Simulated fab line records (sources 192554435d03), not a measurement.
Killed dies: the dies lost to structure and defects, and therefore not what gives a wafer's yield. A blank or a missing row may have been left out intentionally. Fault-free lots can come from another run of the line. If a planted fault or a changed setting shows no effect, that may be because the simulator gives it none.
Which tool did it? / flow n5Finfet / Sampling: 9 lots, 27 wafers, 6 of 1938 route steps

## WHAT THE GAUGES SHOWED, per wafer
N5_BEOL_M4_RC_MEAS_101.
lot=L643; measured=day 9 03:10; on=prober-01; DIBL_N (mV/V)=38.6 36.9 35.1; DIBL_P (mV/V)=39.4 39.0 35.2; IOFF_N (nA/um)=0.20 0.18 0.14; IOFF_P (nA/um)=0.29 0.29 0.21; ION_N (uA/um)=679 689 664; ION_P (uA/um)=469 474 464; SS_N (mV/dec)=71.8 72.1 71.2; SS_P (mV/dec)=74.3 73.9 73.3; VT_N (mV)=247 249 252; VT_P (mV)=-246 -246 -248
lot=L644; measured=day 9 14:09; on=prober-01; DIBL_N (mV/V)=34.7 38.3 35.0; DIBL_P (mV/V)=36.2 39.0 35.9; IOFF_N (nA/um)=0.13 0.18 0.14; IOFF_P (nA/um)=0.19 0.22 0.18; ION_N (uA/um)=656 672 665; ION_P (uA/um)=462 457 463; SS_N (mV/dec)=70.8 72.0 70.9; SS_P (mV/dec)=73.8 74.0 73.2; VT_N (mV)=253 249 251; VT_P (mV)=-251 -251 -252
lot=L647; measured=day 10 04:57; on=prober-01; DIBL_N (mV/V)=38.6 37.5 37.1; DIBL_P (mV/V)=38.0 36.6 36.7; IOFF_N (nA/um)=0.19 0.17 0.18; IOFF_P (nA/um)=0.27 0.22 0.23; ION_N (uA/um)=674 670 677; ION_P (uA/um)=464 459 463; SS_N (mV/dec)=72.3 71.8 72.2; SS_P (mV/dec)=73.7 74.0 73.6; VT_N (mV)=248 249 248; VT_P (mV)=-247 -250 -246
lot=L650; measured=day 10 22:04; on=prober-01; DIBL_N (mV/V)=40.8 38.9 39.1; DIBL_P (mV/V)=38.5 37.9 39.2; IOFF_N (nA/um)=0.25 0.20 0.22; IOFF_P (nA/um)=0.22 0.21 0.23; ION_N (uA/um)=689 679 700; ION_P (uA/um)=457 457 467; SS_N (mV/dec)=72.4 71.8 71.7; SS_P (mV/dec)=73.9 74.1 74.0; VT_N (mV)=242 245 244; VT_P (mV)=-253 -253 -252
lot=L651; measured=day 11 00:10; on=prober-02; DIBL_N (mV/V)=39.5 39.5 37.1; DIBL_P (mV/V)=37.4 37.6 34.6; IOFF_N (nA/um)=0.17 0.18 0.13; IOFF_P (nA/um)=0.19 0.20 0.15; ION_N (uA/um)=668 687 661; ION_P (uA/um)=444 466 450; SS_N (mV/dec)=72.3 72.0 71.7; SS_P (mV/dec)=73.3 74.1 72.9; VT_N (mV)=248 247 255; VT_P (mV)=-253 -252 -258
lot=L653; measured=day 11 01:46; on=prober-01; DIBL_N (mV/V)=37.2 36.7 38.8; DIBL_P (mV/V)=38.2 37.3 38.7; IOFF_N (nA/um)=0.17 0.16 0.20; IOFF_P (nA/um)=0.24 0.22 0.25; ION_N (uA/um)=681 685 680; ION_P (uA/um)=473 474 455; SS_N (mV/dec)=71.6 71.9 72.4; SS_P (mV/dec)=73.7 72.7 73.4; VT_N (mV)=248 249 246; VT_P (mV)=-249 -252 -249
lot=L652; measured=day 11 09:43; on=prober-01; DIBL_N (mV/V)=33.2 34.9 34.9; DIBL_P (mV/V)=33.8 38.0 36.9; IOFF_N (nA/um)=0.11 0.13 0.14; IOFF_P (nA/um)=0.13 0.19 0.17; ION_N (uA/um)=658 650 664; ION_P (uA/um)=451 451 457; SS_N (mV/dec)=71.9 71.8 71.5; SS_P (mV/dec)=72.2 72.7 72.2; VT_N (mV)=258 258 252; VT_P (mV)=-257 -253 -254
lot=L657; measured=day 12 15:25; on=prober-02; DIBL_N (mV/V)=38.5 36.6 36.5; DIBL_P (mV/V)=38.4 36.3 35.3; IOFF_N (nA/um)=0.20 0.16 0.15; IOFF_P (nA/um)=0.23 0.20 0.18; ION_N (uA/um)=671 654 653; ION_P (uA/um)=458 453 446; SS_N (mV/dec)=72.4 72.5 72.2; SS_P (mV/dec)=73.7 73.3 72.3; VT_N (mV)=248 250 254; VT_P (mV)=-248 -252 -254
lot=L663; measured=day 13 22:05; on=prober-01; DIBL_N (mV/V)=36.4 37.4 34.4; DIBL_P (mV/V)=37.4 38.7 35.7; IOFF_N (nA/um)=0.16 0.17 0.12; IOFF_P (nA/um)=0.24 0.25 0.21; ION_N (uA/um)=676 677 664; ION_P (uA/um)=469 467 467; SS_N (mV/dec)=71.2 70.5 71.0; SS_P (mV/dec)=73.3 73.9 72.7; VT_N (mV)=247 249 255; VT_P (mV)=-245 -247 -249

N5_BEOL_M7_OCD_MEAS_38.
lot=L643; measured=day 10 00:58; on=ocd-01; trenchDepthNm (nm)=95.5 93.8 92.0
lot=L644; measured=day 10 16:42; on=ocd-01; trenchDepthNm (nm)=93.0 94.8 94.9
lot=L647; measured=day 11 10:32; on=ocd-01; trenchDepthNm (nm)=92.1 95.3 94.0
lot=L650; measured=day 12 01:54; on=ocd-02; trenchDepthNm (nm)=91.1 91.5 94.6
lot=L651; measured=day 12 06:29; on=ocd-01; trenchDepthNm (nm)=94.0 93.7 95.6
lot=L653; measured=day 12 10:22; on=ocd-02; trenchDepthNm (nm)=78.4 80.9 81.1
lot=L652; measured=day 12 10:12; on=ocd-01; trenchDepthNm (nm)=79.6 93.2 84.8
lot=L657; measured=day 13 13:55; on=ocd-02; trenchDepthNm (nm)=92.3 92.5 91.6
lot=L663; measured=day 15 02:46; on=ocd-01; trenchDepthNm (nm)=96.0 96.5 91.2

N5_BEOL_M7_CD_MEAS_35: the cd target is 40 nm.
lot=L643; measured=day 10 01:08; on=cdSem-03; cdNm (nm)=41.1 40.3 41.2
lot=L644; measured=day 10 16:51; on=cdSem-02; cdNm (nm)=39.8 41.2 40.5
lot=L647; measured=day 11 10:42; on=cdSem-01; cdNm (nm)=39.5 39.6 39.6
lot=L650; measured=day 12 02:03; on=cdSem-01; cdNm (nm)=40.1 39.9 40.7
lot=L651; measured=day 12 06:38; on=cdSem-02; cdNm (nm)=40.6 40.2 39.4
lot=L653; measured=day 12 10:31; on=cdSem-01; cdNm (nm)=40.5 39.8 40.3
lot=L652; measured=day 12 10:21; on=cdSem-01; cdNm (nm)=40.3 39.7 40.0
lot=L657; measured=day 13 14:04; on=cdSem-02; cdNm (nm)=39.7 39.5 40.1
lot=L663; measured=day 15 02:55; on=cdSem-02; cdNm (nm)=39.0 40.2 40.4

## WHICH TOOL RAN EACH LOT (tool, then ch and the chambers of the sampled wafers, then the start)
lot=L643; N5_BEOL_M7_HM_DEP_02=pvdSputter-01, day 9 23:05; N5_BEOL_M7_DESCUM_33=rieDiel-06 ch 0,1,3, day 10 00:32; N5_BEOL_M7_ETCH_41=rieDiel-06 ch 0,1,3, day 10 00:58 or earlier
lot=L644; N5_BEOL_M7_HM_DEP_02=pvdSputter-03, day 10 12:34; N5_BEOL_M7_DESCUM_33=rieDiel-06 ch 0,1, day 10 16:16; N5_BEOL_M7_ETCH_41=rieDiel-06 ch 0,1, day 10 16:42 or earlier
lot=L647; N5_BEOL_M7_HM_DEP_02=pvdSputter-03, day 11 05:28; N5_BEOL_M7_DESCUM_33=rieDiel-04 ch 0,1,2, day 11 10:07; N5_BEOL_M7_ETCH_41=rieDiel-04 ch 0,1,2, day 11 10:32 or earlier
lot=L650; N5_BEOL_M7_HM_DEP_02=pvdSputter-03, day 11 22:19; N5_BEOL_M7_DESCUM_33=rieDiel-06 ch 0,1,3, day 12 01:28; N5_BEOL_M7_ETCH_41=rieDiel-06 ch 0,1,3, day 12 01:54 or earlier
lot=L651; N5_BEOL_M7_HM_DEP_02=pvdSputter-03, day 12 02:03; N5_BEOL_M7_DESCUM_33=rieDiel-06 ch 1,2, day 12 06:03; N5_BEOL_M7_ETCH_41=rieDiel-06 ch 1,2, day 12 06:29 or earlier
lot=L653; N5_BEOL_M7_HM_DEP_02=pvdSputter-03, day 12 06:44; N5_BEOL_M7_DESCUM_33=rieDiel-04 ch 0,1, day 12 09:56; N5_BEOL_M7_ETCH_41=rieDiel-04 ch 0,1, day 12 10:22 or earlier
lot=L652; N5_BEOL_M7_HM_DEP_02=pvdSputter-03, day 12 06:22; N5_BEOL_M7_DESCUM_33=rieDiel-02 ch 0,2,3, day 12 09:46; N5_BEOL_M7_ETCH_41=rieDiel-02 ch 0,2,3, day 12 10:12 or earlier
lot=L657; N5_BEOL_M7_HM_DEP_02=pvdSputter-02, day 13 10:48; N5_BEOL_M7_DESCUM_33=rieDiel-04 ch 1,3, day 13 13:28; N5_BEOL_M7_ETCH_41=rieDiel-04 ch 1,3, day 13 13:55 or earlier
lot=L663; N5_BEOL_M7_HM_DEP_02=pvdSputter-02, day 14 22:20; N5_BEOL_M7_DESCUM_33=rieDiel-04 ch 0,1,2, day 15 02:20; N5_BEOL_M7_ETCH_41=rieDiel-04 ch 0,1,2, day 15 02:46 or earlier
- N5_BEOL_M7_HM_DEP_02: deposits TiN, target thk 20 nm.
- N5_BEOL_M7_DESCUM_33: chemistry O2, time 7 s.
- N5_BEOL_M7_ETCH_41: etches SiCN in CH3F/O2, target depth 31.9 nm, time 57.8 s.

## AS READ BY THE TOOLS THEMSELVES (means over the sampled wafers that have a number; for cases with no such wafer, the mark the record gives instead)
N5_BEOL_M7_HM_DEP_02.
lot=L643; tool=pvdSputter-01; throttleValvePct (%)=30.5
lot=L644; tool=pvdSputter-03; throttleValvePct (%)=29.5
lot=L647; tool=pvdSputter-03; throttleValvePct (%)=29.6
lot=L650; tool=pvdSputter-03; throttleValvePct (%)=29.5
lot=L651; tool=pvdSputter-03; throttleValvePct (%)=30.4
lot=L653; tool=pvdSputter-03; throttleValvePct (%)=29.5
lot=L652; tool=pvdSputter-03; throttleValvePct (%)=29.5
lot=L657; tool=pvdSputter-02; throttleValvePct (%)=29.8
lot=L663; tool=pvdSputter-02; throttleValvePct (%)=29.9

N5_BEOL_M7_DESCUM_33.
lot=L643; tool=rieDiel-06; biasPowerW (W)=20.00; drypumpMotorCurrentA (A)=5.1; o2FlowSccm (sccm)=224.6; oesProductAu (a.u.)=0.77; rfVppV (V)=242.8; showerheadPlenumPTorr (Torr)=2.07; throttleValvePct (%)=20.55
lot=L644; tool=rieDiel-06; biasPowerW (W)=20.04; drypumpMotorCurrentA (A)=5.5; o2FlowSccm (sccm)=225.2; oesProductAu (a.u.)=0.83; rfVppV (V)=241.8; showerheadPlenumPTorr (Torr)=2.04; throttleValvePct (%)=20.53
lot=L647; tool=rieDiel-04; biasPowerW (W)=20.00; drypumpMotorCurrentA (A)=5.4; o2FlowSccm (sccm)=224.4; oesProductAu (a.u.)=0.82; rfVppV (V)=244.3; showerheadPlenumPTorr (Torr)=2.12; throttleValvePct (%)=20.27
lot=L650; tool=rieDiel-06; biasPowerW (W)=20.03; drypumpMotorCurrentA (A)=5.1; o2FlowSccm (sccm)=225.4; oesProductAu (a.u.)=0.76; rfVppV (V)=242.9; showerheadPlenumPTorr (Torr)=2.07; throttleValvePct (%)=20.56
lot=L651; tool=rieDiel-06; biasPowerW (W)=19.97; drypumpMotorCurrentA (A)=5.4; o2FlowSccm (sccm)=225.3; oesProductAu (a.u.)=0.87; rfVppV (V)=243.6; showerheadPlenumPTorr (Torr)=2.11; throttleValvePct (%)=20.42
lot=L653; tool=rieDiel-04; biasPowerW (W)=20.10; drypumpMotorCurrentA (A)=5.4; o2FlowSccm (sccm)=225.2; oesProductAu (a.u.)=0.78; rfVppV (V)=243.1; showerheadPlenumPTorr (Torr)=2.11; throttleValvePct (%)=20.38
lot=L652; tool=rieDiel-02; biasPowerW (W)=20.00; drypumpMotorCurrentA (A)=5.7; o2FlowSccm (sccm)=225.3; oesProductAu (a.u.)=0.83; rfVppV (V)=244.0; showerheadPlenumPTorr (Torr)=2.17; throttleValvePct (%)=20.46
lot=L657; tool=rieDiel-04; biasPowerW (W)=20.07; drypumpMotorCurrentA (A)=5.7; o2FlowSccm (sccm)=225.4; oesProductAu (a.u.)=0.71; rfVppV (V)=243.4; showerheadPlenumPTorr (Torr)=2.14; throttleValvePct (%)=20.96
lot=L663; tool=rieDiel-04; biasPowerW (W)=20.01; drypumpMotorCurrentA (A)=5.4; o2FlowSccm (sccm)=224.3; oesProductAu (a.u.)=0.79; rfVppV (V)=243.3; showerheadPlenumPTorr (Torr)=2.11; throttleValvePct (%)=20.30

N5_BEOL_M7_ETCH_41.
lot=L643; tool=rieDiel-06; drypumpMotorCurrentA (A)=5.1; oesProductAu (a.u.)=0.77; rfVppV (V)=296.7; showerheadPlenumPTorr (Torr)=1.97; throttleValvePct (%)=16.37
lot=L644; tool=rieDiel-06; drypumpMotorCurrentA (A)=5.5; oesProductAu (a.u.)=0.82; rfVppV (V)=296.2; showerheadPlenumPTorr (Torr)=1.94; throttleValvePct (%)=16.30
lot=L647; tool=rieDiel-04; drypumpMotorCurrentA (A)=5.4; oesProductAu (a.u.)=0.83; rfVppV (V)=297.3; showerheadPlenumPTorr (Torr)=2.01; throttleValvePct (%)=16.08
lot=L650; tool=rieDiel-06; drypumpMotorCurrentA (A)=5.1; oesProductAu (a.u.)=0.75; rfVppV (V)=296.0; showerheadPlenumPTorr (Torr)=1.97; throttleValvePct (%)=16.40
lot=L651; tool=rieDiel-06; drypumpMotorCurrentA (A)=5.4; oesProductAu (a.u.)=0.88; rfVppV (V)=297.4; showerheadPlenumPTorr (Torr)=2.01; throttleValvePct (%)=16.23
lot=L653; tool=rieDiel-04; drypumpMotorCurrentA (A)=5.4; oesProductAu (a.u.)=0.78; rfVppV (V)=298.3; showerheadPlenumPTorr (Torr)=2.00; throttleValvePct (%)=16.18
lot=L652; tool=rieDiel-02; drypumpMotorCurrentA (A)=5.7; oesProductAu (a.u.)=0.82; rfVppV (V)=298.6; showerheadPlenumPTorr (Torr)=2.07; throttleValvePct (%)=16.31
lot=L657; tool=rieDiel-04; drypumpMotorCurrentA (A)=5.7; oesProductAu (a.u.)=0.71; rfVppV (V)=298.3; showerheadPlenumPTorr (Torr)=2.03; throttleValvePct (%)=16.69
lot=L663; tool=rieDiel-04; drypumpMotorCurrentA (A)=5.4; oesProductAu (a.u.)=0.80; rfVppV (V)=296.5; showerheadPlenumPTorr (Torr)=2.01; throttleValvePct (%)=16.13

## THE ANSWER, worked out from the rows above alone
Rule: the usual values come from the lots themselves. Put in order of their means at a reading, lots are off if they are a third of the lots or fewer, leave a main group of 4 or more, and stand apart from it by a gap of 3 or more times the standard deviation of the main group's means; of several such gaps the widest counts. Not used: any main group whose means are identical at the precision the tables above print for the reading. A lot without any number at a reading at which 4 lots or more have one is off too. Where the step has rows for the other lots, those lots are counted as sound. The gauges are gone through in route order, then the tools' own readings, and for those a lot's mean is taken as printed above. The first step at which some lot is off is used, and at that step the reading that is off furthest; a lot without a number counts as furthest.
Off: L653, L652, at N5_BEOL_M7_OCD_MEAS_38 (trenchDepthNm). For the main group the mean is 93.6 nm and the standard deviation 0.9.
If a tool, at a process step before that reading, ran all the lots that are off and no sound lot after the first of them, it fits. The gauges at N5_BEOL_M7_OCD_MEAS_38 are tried like those tools. N5_BEOL_M7_ETCH_41: start missing for some lots; hours and lot order therefore follow N5_BEOL_M7_OCD_MEAS_38. One candidate fits, namely pvdSputter-03 at N5_BEOL_M7_HM_DEP_02. A fault onset in the window from L651 (day 12 02:03, its last sound lot) to L652 (day 12 06:22, its first lot off) fits.

## WHAT WAS PUT IN BY THE SIMULATOR
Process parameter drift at N5_BEOL_M7_HM_DEP_02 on pvdSputter-03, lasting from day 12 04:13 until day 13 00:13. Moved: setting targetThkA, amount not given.
Struck lots among those shown: L653, L652. The rule given above showed the same thing.
